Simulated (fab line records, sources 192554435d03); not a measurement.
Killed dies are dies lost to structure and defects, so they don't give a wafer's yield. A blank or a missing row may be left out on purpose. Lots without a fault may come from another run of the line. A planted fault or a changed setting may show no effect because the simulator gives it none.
A struck lot beside a sound one | flow n5_finfet | 29 steps out of a route of 1938
Sound: wafers L867.2, L867.4, L867.6. Struck: wafers L876.2, L876.3, L876.4. The cause comes at the end.
At each step with rows: each side's tool, then ch and its chambers, then its first start. Under that, the readings that differ: sound wafers | struck wafers | difference of the means | sigmas: that difference in standard deviations of wafers without a fault.
alike: readings whose means differ by less than 2 such deviations, and words and numbers that are the same on both sides. not compared: withheld readings, readings that some wafer has no value for, bounds like >300 that may hide the same value, and numbers for which the record gives no deviation and whose values overlap.
The two part at a step that has a row with sigmas, a row that says differs or no value, or rows on one side only. Numbers that don't overlap but have no deviation are shown without sigmas and don't part them. A reading that every wafer of one side lacks parts them only if that side has two wafers or more.

first, 2 steps without rows for these wafers: N5_GATE_CUT_SRD_32 (time 30 s); N5_GATE_CUT_SAC_CAP_01 (material SiNx, target thk 24 nm, pulse time 1 s, ald cycles 480).
N5_GATE_CUT_PECVD_57: deposits SiNx from SiH4/NH3/N2, target thk 21 nm.
  sound on pecvd-03 ch 1,2, day 4 17:04; struck on pecvd-04 ch 0,1,2, day 7 03:44
  alike: chamber_pressure_Torr, heater_power_w, showerhead_plenum_p_Torr, throttle_valve_pct
N5_GATE_CUT_CMP_02: polishes, stops on SiO2, t overpolish 12.7 s, target thk 0 nm.
  sound on cmp-04 ch 2,3, day 4 17:08; struck on cmp-01 ch 0,1,3, day 7 03:49
  reading                | sound          | struck         | difference | sigmas
  time_to_endpoint_s (s) | 27.6 28.8 31.8 | 22.7 26.5 22.5 | -5.5       | -2
  alike: motor_current_A, overpolish_run_s
then, 7 steps without rows for these wafers: N5_GATE_CUT_HM_DEP_46 (deposits SiO2 from TEOS/O2, target thk 130 nm, time 26.6 s); N5_GATE_CUT_COAT_34 (time 60 s, resist thk 60 nm); N5_GATE_CUT_COAT_35 (time 60 s, resist thk 10 nm); N5_GATE_CUT_COAT_27 (time 60 s, resist thk 10 nm); N5_GATE_CUT_COAT_07 (resist thk 30 nm); N5_GATE_CUT_EBR_09; N5_GATE_CUT_SOFTBAKE_08 (time 60 s).
N5_GATE_CUT_EXPOSE_10: exposes mask GATE CUT, target cd 20 nm.
  sound on euv_scanner-01 ch 0, day 4 17:41; struck on euv_scanner-02 ch 0, day 7 04:29
  reading              | sound             | struck            | difference | sigmas
  exposure_dose_mJ_cm2 | 43.23 43.23 43.25 | 42.30 42.36 42.34 | -0.90      | -12
  alike: mask
then, 2 steps without rows for these wafers: N5_GATE_CUT_PEB_11 (peb time 60 s); N5_GATE_CUT_DEVELOP_12 (develop time 30 s).
N5_GATE_CUT_CD_MEAS_13: target cd 20 nm.
  sound on cd_sem-02 ch 0, day 4 17:49; struck on cd_sem-01 ch 0, day 7 04:36
  reading    | sound             | struck            | difference | sigmas
  cd_nm (nm) | 20.51 20.14 20.15 | 19.71 19.65 19.67 | -0.59      | -2
N5_GATE_CUT_OVL_MEAS_14:
  sound on overlay-01 ch 0, day 4 17:50; struck on overlay-01 ch 0, day 7 04:38
  alike: GATE_CUT_OVL
N5_GATE_CUT_INSPECT_15: inspects for defects (brightfield).
  sound on defect_inspect-02, day 4 17:53; struck on defect_inspect-02, day 7 04:41
  alike: raw_defect_count
N5_GATE_CUT_DESCUM_18: chemistry O2, time 7 s.
  sound on rie_diel-04 ch 0,1,2, day 4 18:00; struck on rie_diel-03 ch 0,1,3, day 7 04:44
  reading                   | sound          | struck         | difference | sigmas
  model.GATE_CUT.cd_nm (nm) | 20.2 20.2 20.2 | 19.8 19.6 19.6 | -0.5       |
  alike: drypump_motor_current_A, o2_flow_sccm, oes_product_au, rf_vpp_V, showerhead_plenum_p_Torr, throttle_valve_pct
  not compared: rf_hours_counter_h
N5_GATE_CUT_ETCH_28: etches underlayer in N2/H2, target depth 13 nm, time 10.4 s.
  sound on rie_diel-04 ch 0,1,2, day 4 18:02; struck on rie_diel-03 ch 0,1,3, day 7 04:46
  alike: drypump_motor_current_A, etch_rf_on_time_s, oes_product_au, rf_vpp_V, showerhead_plenum_p_Torr, throttle_valve_pct
  not compared: rf_hours_counter_h
N5_GATE_CUT_ETCH_36: etches SiARC in CF4, target depth 13 nm, time 21.7 s.
  sound on rie_diel-04 ch 0,1,2, day 4 18:03; struck on rie_diel-03 ch 0,1,3, day 7 04:47
  alike: drypump_motor_current_A, etch_rf_on_time_s, oes_product_au, rf_vpp_V, showerhead_plenum_p_Torr, throttle_valve_pct
  not compared: rf_hours_counter_h
then, 6 steps without rows for these wafers: N5_GATE_CUT_ETCH_37 (etches SOC in N2/H2, target depth 60 nm, overetch 12 nm, time 90 s); N5_GATE_CUT_STRIP_38 (strips in N2/H2); N5_GATE_CUT_STRIP_39 (strips in N2/H2); N5_GATE_CUT_HM_OPEN_40 (chemistry C4F6/O2, target SiO2, target depth 139 nm, time 85.1 s); N5_GATE_CUT_STRIP_41 (strips in CF4); N5_GATE_CUT_STRIP_42 (strips in O2).
N5_GATE_CUT_ETCH_19: etches SiNx in CH3F/O2, target depth 53.7 nm, time 76.7 s.
  sound on rie_diel-04 ch 0,1,2, day 4 18:17; struck on rie_diel-03 ch 0,1,3, day 7 05:01
  reading                   | sound          | struck         | difference | sigmas
  model.GATE_CUT.cd_nm (nm) | 20.4 20.4 20.4 | 19.6 19.6 19.2 | -0.9       |
  alike: drypump_motor_current_A, etch_rf_on_time_s, oes_product_au, rf_vpp_V, showerhead_plenum_p_Torr, throttle_valve_pct
  not compared: rf_hours_counter_h
N5_GATE_CUT_CUT_ETCH_53: etches W in SF6/Cl2, target depth 79.2 nm.
  sound on rie_metal-02 ch 0,1, day 4 18:23; struck on rie_metal-01 ch 0,1, day 7 05:07
  alike: SF6_flow_sccm, drypump_motor_current_A, etch_rf_on_time_s, oes_product_au, throttle_valve_pct
  not compared: rf_hours_counter_h
-- the record jumps here: 4 days lie between the struck wafers' starts before and after (it left off in module GATE_CUT and takes up again in module BEOL_M4, whose first step shown is number 1111 of the route) --
N5_BEOL_M4_RC_MEAS_101:
  sound on prober-02 ch 0, day 8 09:34; struck on prober-01 ch 0, day 11 00:37
  alike: DIBL_N, DIBL_P, IOFF_N, IOFF_P, ION_N, ION_P, SS_N, SS_P, VT_N, VT_P

WHERE THEY PART
First at N5_GATE_CUT_CMP_02; last, within this record, at N5_GATE_CUT_CD_MEAS_13. Later steps at which nothing parts them and some readings are alike: N5_GATE_CUT_OVL_MEAS_14, N5_GATE_CUT_INSPECT_15, N5_GATE_CUT_DESCUM_18, N5_GATE_CUT_ETCH_28, N5_GATE_CUT_ETCH_36, N5_GATE_CUT_ETCH_19, N5_GATE_CUT_CUT_ETCH_53, N5_BEOL_M4_RC_MEAS_101.

WHY: what the simulator had put in
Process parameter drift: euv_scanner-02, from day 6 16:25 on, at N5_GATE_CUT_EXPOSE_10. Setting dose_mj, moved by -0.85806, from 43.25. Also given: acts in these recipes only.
